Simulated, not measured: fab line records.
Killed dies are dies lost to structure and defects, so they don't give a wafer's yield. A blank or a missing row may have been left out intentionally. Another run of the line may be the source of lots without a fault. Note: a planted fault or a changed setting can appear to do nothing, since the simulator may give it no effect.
The tool behind it: which one? :: flow n5_finfet :: 12 lots, 34 wafers sampled, at 6 steps of a route of 1938

## WHAT THE GAUGES SHOWED, per wafer
The record lacks any reading of a measuring or inspecting step that a usual standard deviation could be used to judge.

## WHAT TOOL EACH LOT RAN ON (gives the tool, then ch and the chambers of the sampled wafers, and finally the start)
lot: L187
N5_BEOL_M5_ALD_86: ald_metal-04 ch 0,2,3, day 9 02:51
N5_BEOL_M5_ANNEAL_82: pvd_sputter-01, day 9 04:32
N5_BEOL_M5_SPUTTER_83: pvd_sputter-01, day 9 05:33
N5_BEOL_M5_ECD_50: ecd_cu-02 ch 0,1, day 9 07:50
N5_BEOL_M5_CMP_52: cmp-03 ch 0,2,3, day 9 08:16
N5_PASSIVATION_PROBE_49: -

lot: L188
N5_BEOL_M5_ALD_86: ald_metal-02 ch 0,3, day 9 03:06
N5_BEOL_M5_ANNEAL_82: pvd_sputter-03, day 9 04:42
N5_BEOL_M5_SPUTTER_83: pvd_sputter-03, day 9 05:43
N5_BEOL_M5_ECD_50: ecd_cu-01 ch 0,1, day 9 08:00
N5_BEOL_M5_CMP_52: cmp-02 ch 1,2,3, day 9 08:46
N5_PASSIVATION_PROBE_49: -

lot: L189
N5_BEOL_M5_ALD_86: ald_metal-02 ch 0,3, day 9 20:07
N5_BEOL_M5_ANNEAL_82: pvd_sputter-01, day 9 21:53
N5_BEOL_M5_SPUTTER_83: pvd_sputter-01, day 9 22:53
N5_BEOL_M5_ECD_50: ecd_cu-02 ch 0,1, day 10 01:12
N5_BEOL_M5_CMP_52: cmp-02 ch 2,3, day 10 01:36
N5_PASSIVATION_PROBE_49: -

lot: L191
N5_BEOL_M5_ALD_86: ald_metal-02 ch 1,2,3, day 10 07:18
N5_BEOL_M5_ANNEAL_82: pvd_sputter-02, day 10 09:13
N5_BEOL_M5_SPUTTER_83: pvd_sputter-02, day 10 10:14
N5_BEOL_M5_ECD_50: ecd_cu-02 ch 0, day 10 12:31
N5_BEOL_M5_CMP_52: cmp-01 ch 1,2,3, day 10 12:56
N5_PASSIVATION_PROBE_49: -

lot: L190
N5_BEOL_M5_ALD_86: ald_metal-04 ch 0,1,3, day 10 07:33
N5_BEOL_M5_ANNEAL_82: pvd_sputter-01, day 10 09:28
N5_BEOL_M5_SPUTTER_83: pvd_sputter-01, day 10 10:28
N5_BEOL_M5_ECD_50: ecd_cu-01 ch 0,1, day 10 12:46
N5_BEOL_M5_CMP_52: cmp-03 ch 1,2,3, day 10 13:11
N5_PASSIVATION_PROBE_49: -

lot: L192
N5_BEOL_M5_ALD_86: ald_metal-01 ch 0,1,3, day 10 08:55
N5_BEOL_M5_ANNEAL_82: pvd_sputter-03, day 10 12:44
N5_BEOL_M5_SPUTTER_83: pvd_sputter-03, day 10 13:44
N5_BEOL_M5_ECD_50: ecd_cu-02 ch 0,1, day 10 16:03
N5_BEOL_M5_CMP_52: cmp-01 ch 1,2,3, day 10 16:30
N5_PASSIVATION_PROBE_49: -

lot: L194
N5_BEOL_M5_ALD_86: ald_metal-02 ch 0,1,3, day 10 13:35
N5_BEOL_M5_ANNEAL_82: pvd_sputter-02, day 10 15:29
N5_BEOL_M5_SPUTTER_83: pvd_sputter-02, day 10 16:29
N5_BEOL_M5_ECD_50: ecd_cu-01 ch 0,1, day 10 18:47
N5_BEOL_M5_CMP_52: cmp-02 ch 0,1,2, day 10 20:23
N5_PASSIVATION_PROBE_49: -

lot: L195
N5_BEOL_M5_ALD_86: ald_metal-01 ch 1,2, day 11 01:07
N5_BEOL_M5_ANNEAL_82: pvd_sputter-01, day 11 03:06
N5_BEOL_M5_SPUTTER_83: pvd_sputter-01, day 11 04:06
N5_BEOL_M5_ECD_50: ecd_cu-01 ch 0,1, day 11 06:23
N5_BEOL_M5_CMP_52: cmp-02 ch 0,1,3, day 11 06:47
N5_PASSIVATION_PROBE_49: -

lot: L196
N5_BEOL_M5_ALD_86: ald_metal-04 ch 1,3, day 11 09:56
N5_BEOL_M5_ANNEAL_82: pvd_sputter-02, day 11 11:54
N5_BEOL_M5_SPUTTER_83: pvd_sputter-02, day 11 12:54
N5_BEOL_M5_ECD_50: ecd_cu-01 ch 0,1, day 11 15:13
N5_BEOL_M5_CMP_52: cmp-02 ch 0,2, day 11 15:35
N5_PASSIVATION_PROBE_49: prober-01, day 15 07:43

lot: L206
N5_BEOL_M5_ALD_86: ald_metal-02 ch 0,2,3, day 14 02:23
N5_BEOL_M5_ANNEAL_82: pvd_sputter-01, day 14 04:05
N5_BEOL_M5_SPUTTER_83: pvd_sputter-01, day 14 05:05
N5_BEOL_M5_ECD_50: ecd_cu-02 ch 0,1, day 14 07:24
N5_BEOL_M5_CMP_52: cmp-01 ch 2,3, day 14 07:46
N5_PASSIVATION_PROBE_49: -

lot: L207
N5_BEOL_M5_ALD_86: ald_metal-02 ch 0,1, day 14 03:18
N5_BEOL_M5_ANNEAL_82: pvd_sputter-03, day 14 07:17
N5_BEOL_M5_SPUTTER_83: pvd_sputter-03, day 14 08:17
N5_BEOL_M5_ECD_50: ecd_cu-02 ch 0,1, day 14 10:35
N5_BEOL_M5_CMP_52: cmp-01 ch 1,2,3, day 14 11:39
N5_PASSIVATION_PROBE_49: -

lot: L209
N5_BEOL_M5_ALD_86: ald_metal-04 ch 1,3, day 14 13:38
N5_BEOL_M5_ANNEAL_82: pvd_sputter-01, day 14 15:30
N5_BEOL_M5_SPUTTER_83: pvd_sputter-01, day 14 16:30
N5_BEOL_M5_ECD_50: ecd_cu-02 ch 0,1, day 14 18:49
N5_BEOL_M5_CMP_52: cmp-01 ch 2,3, day 14 19:16
N5_PASSIVATION_PROBE_49: -
- N5_BEOL_M5_ALD_86: deposits TaN, pulse time 2 s, purge time 3 s, co reactant purge time 2 s.
- N5_BEOL_M5_ANNEAL_82: time 1800 s.
- N5_BEOL_M5_SPUTTER_83: material Cu, target thk 15 nm, time 27.62 s.
- N5_BEOL_M5_ECD_50: material Cu, target thk 300 nm.
- N5_BEOL_M5_CMP_52: polishes, stops on SiCOH lowk, t overpolish 6.9 s, target thk 62 nm.
- N5_PASSIVATION_PROBE_49

## WHAT THE TOOLS THEMSELVES READ (means of the sampled wafers that have a number; where no wafer has one, the mark that the record gives instead)
N5_BEOL_M5_ALD_86.
lot: L187
tool: ald_metal-04
heater_power_w (W): 429

lot: L188
tool: ald_metal-02
heater_power_w (W): 435

lot: L189
tool: ald_metal-02
heater_power_w (W): 436

lot: L191
tool: ald_metal-02
heater_power_w (W): 445

lot: L190
tool: ald_metal-04
heater_power_w (W): 454

lot: L192
tool: ald_metal-01
heater_power_w (W): 413

lot: L194
tool: ald_metal-02
heater_power_w (W): 462

lot: L195
tool: ald_metal-01
heater_power_w (W): 453

lot: L196
tool: ald_metal-04
heater_power_w (W): 486

lot: L206
tool: ald_metal-02
heater_power_w (W): 446

lot: L207
tool: ald_metal-02
heater_power_w (W): 470

lot: L209
tool: ald_metal-04
heater_power_w (W): 480

N5_BEOL_M5_ANNEAL_82.
lot: L187
tool: pvd_sputter-01
heater_power_w (W): 890

lot: L188
tool: pvd_sputter-03
heater_power_w (W): 886

lot: L189
tool: pvd_sputter-01
heater_power_w (W): 889

lot: L191
tool: pvd_sputter-02
heater_power_w (W): 825

lot: L190
tool: pvd_sputter-01
heater_power_w (W): 835

lot: L192
tool: pvd_sputter-03
heater_power_w (W): 856

lot: L194
tool: pvd_sputter-02
heater_power_w (W): 806

lot: L195
tool: pvd_sputter-01
heater_power_w (W): 901

lot: L196
tool: pvd_sputter-02
heater_power_w (W): 846

lot: L206
tool: pvd_sputter-01
heater_power_w (W): 899

lot: L207
tool: pvd_sputter-03
heater_power_w (W): 813

lot: L209
tool: pvd_sputter-01
heater_power_w (W): 874

N5_BEOL_M5_SPUTTER_83.
lot: L187
tool: pvd_sputter-01
substrate_temp_c (C): -20.13
throttle_valve_pct (%): 29.8

lot: L188
tool: pvd_sputter-03
substrate_temp_c (C): -19.98
throttle_valve_pct (%): 29.3

lot: L189
tool: pvd_sputter-01
substrate_temp_c (C): -20.01
throttle_valve_pct (%): 29.1

lot: L191
tool: pvd_sputter-02
substrate_temp_c (C): -20.06
throttle_valve_pct (%): 30.3

lot: L190
tool: pvd_sputter-01
substrate_temp_c (C): -19.97
throttle_valve_pct (%): 29.1

lot: L192
tool: pvd_sputter-03
substrate_temp_c (C): -19.95
throttle_valve_pct (%): 29.0

lot: L194
tool: pvd_sputter-02
substrate_temp_c (C): -19.95
throttle_valve_pct (%): 30.3

lot: L195
tool: pvd_sputter-01
substrate_temp_c (C): -20.04
throttle_valve_pct (%): 29.0

lot: L196
tool: pvd_sputter-02
substrate_temp_c (C): -20.03
throttle_valve_pct (%): 29.8

lot: L206
tool: pvd_sputter-01
substrate_temp_c (C): -19.97
throttle_valve_pct (%): 29.2

lot: L207
tool: pvd_sputter-03
substrate_temp_c (C): -19.95
throttle_valve_pct (%): 29.5

lot: L209
tool: pvd_sputter-01
substrate_temp_c (C): -20.02
throttle_valve_pct (%): 28.5

N5_BEOL_M5_CMP_52.
lot: L187
tool: cmp-03
motor_current_A (A): 6.5
time_to_endpoint_s (s): 62

lot: L188
tool: cmp-02
motor_current_A (A): 6.6
time_to_endpoint_s (s): 65

lot: L189
tool: cmp-02
motor_current_A (A): 6.0
time_to_endpoint_s (s): 62

lot: L191
tool: cmp-01
motor_current_A (A): 5.5
time_to_endpoint_s (s): 58

lot: L190
tool: cmp-03
motor_current_A (A): 6.0
time_to_endpoint_s (s): 61

lot: L192
tool: cmp-01
motor_current_A (A): 5.4
time_to_endpoint_s (s): 58

lot: L194
tool: cmp-02
motor_current_A (A): 6.6
time_to_endpoint_s (s): 62

lot: L195
tool: cmp-02
motor_current_A (A): 6.5
time_to_endpoint_s (s): 63

lot: L196
tool: cmp-02
motor_current_A (A): 6.8
time_to_endpoint_s (s): 46

lot: L206
tool: cmp-01
motor_current_A (A): 4.9
time_to_endpoint_s (s): 64

lot: L207
tool: cmp-01
motor_current_A (A): 5.5
time_to_endpoint_s (s): 61

lot: L209
tool: cmp-01
motor_current_A (A): 4.8
time_to_endpoint_s (s): 63

N5_PASSIVATION_PROBE_49.
lot: L196
tool: prober-01
defect_limited_yield (%): 91.1
killed_at_M0_to_M3: 38
killed_at_M4_up: 25
killed_at_contacts: 9
killed_at_front_end: 32
killed_at_other: 1.0
killed_dies: 105
killed_open: 65
killed_short: 40
sort_bin_5_function (%): 5.8
sort_bin_6_memory (%): 2.9
sort_bin_8_speed (%): 0.0
sort_n_pass: 1075

## THE ANSWER, worked out from the rows above alone
Rule: what is usual is taken from the lots themselves. The widest of any qualifying gaps counts: lots, ordered by their means at a reading, are off when they make up no more than a third of the lots, leave a main group of 4 or more, and stand apart from it by 3 or more times the standard deviation of that group's means. Not used: any main group whose means are identical at the precision the tables above print for the reading. A lot without any number at a reading at which 4 lots or more have one is off too. Any other lot the step has rows for is counted as sound. First the gauges in route order, then the tools' own readings, where a lot's mean is used as printed above. The first step at which some lot is off is used, and at that step the reading that is off furthest; a lot without a number counts as furthest.
Off at N5_BEOL_M5_CMP_52 (time_to_endpoint_s): L196. The main group: mean 62 s, standard deviation 2.1.
If a tool, at that step or one of the process steps before it, ran each lot that is off and ran no sound lot following the first of them, it fits. Can't be told from this: 3 tools fit, pvd_sputter-02 at N5_BEOL_M5_ANNEAL_82 and N5_BEOL_M5_SPUTTER_83, ecd_cu-01 at N5_BEOL_M5_ECD_50, cmp-02 at N5_BEOL_M5_CMP_52.

## WHAT THE SIMULATOR PUT IN
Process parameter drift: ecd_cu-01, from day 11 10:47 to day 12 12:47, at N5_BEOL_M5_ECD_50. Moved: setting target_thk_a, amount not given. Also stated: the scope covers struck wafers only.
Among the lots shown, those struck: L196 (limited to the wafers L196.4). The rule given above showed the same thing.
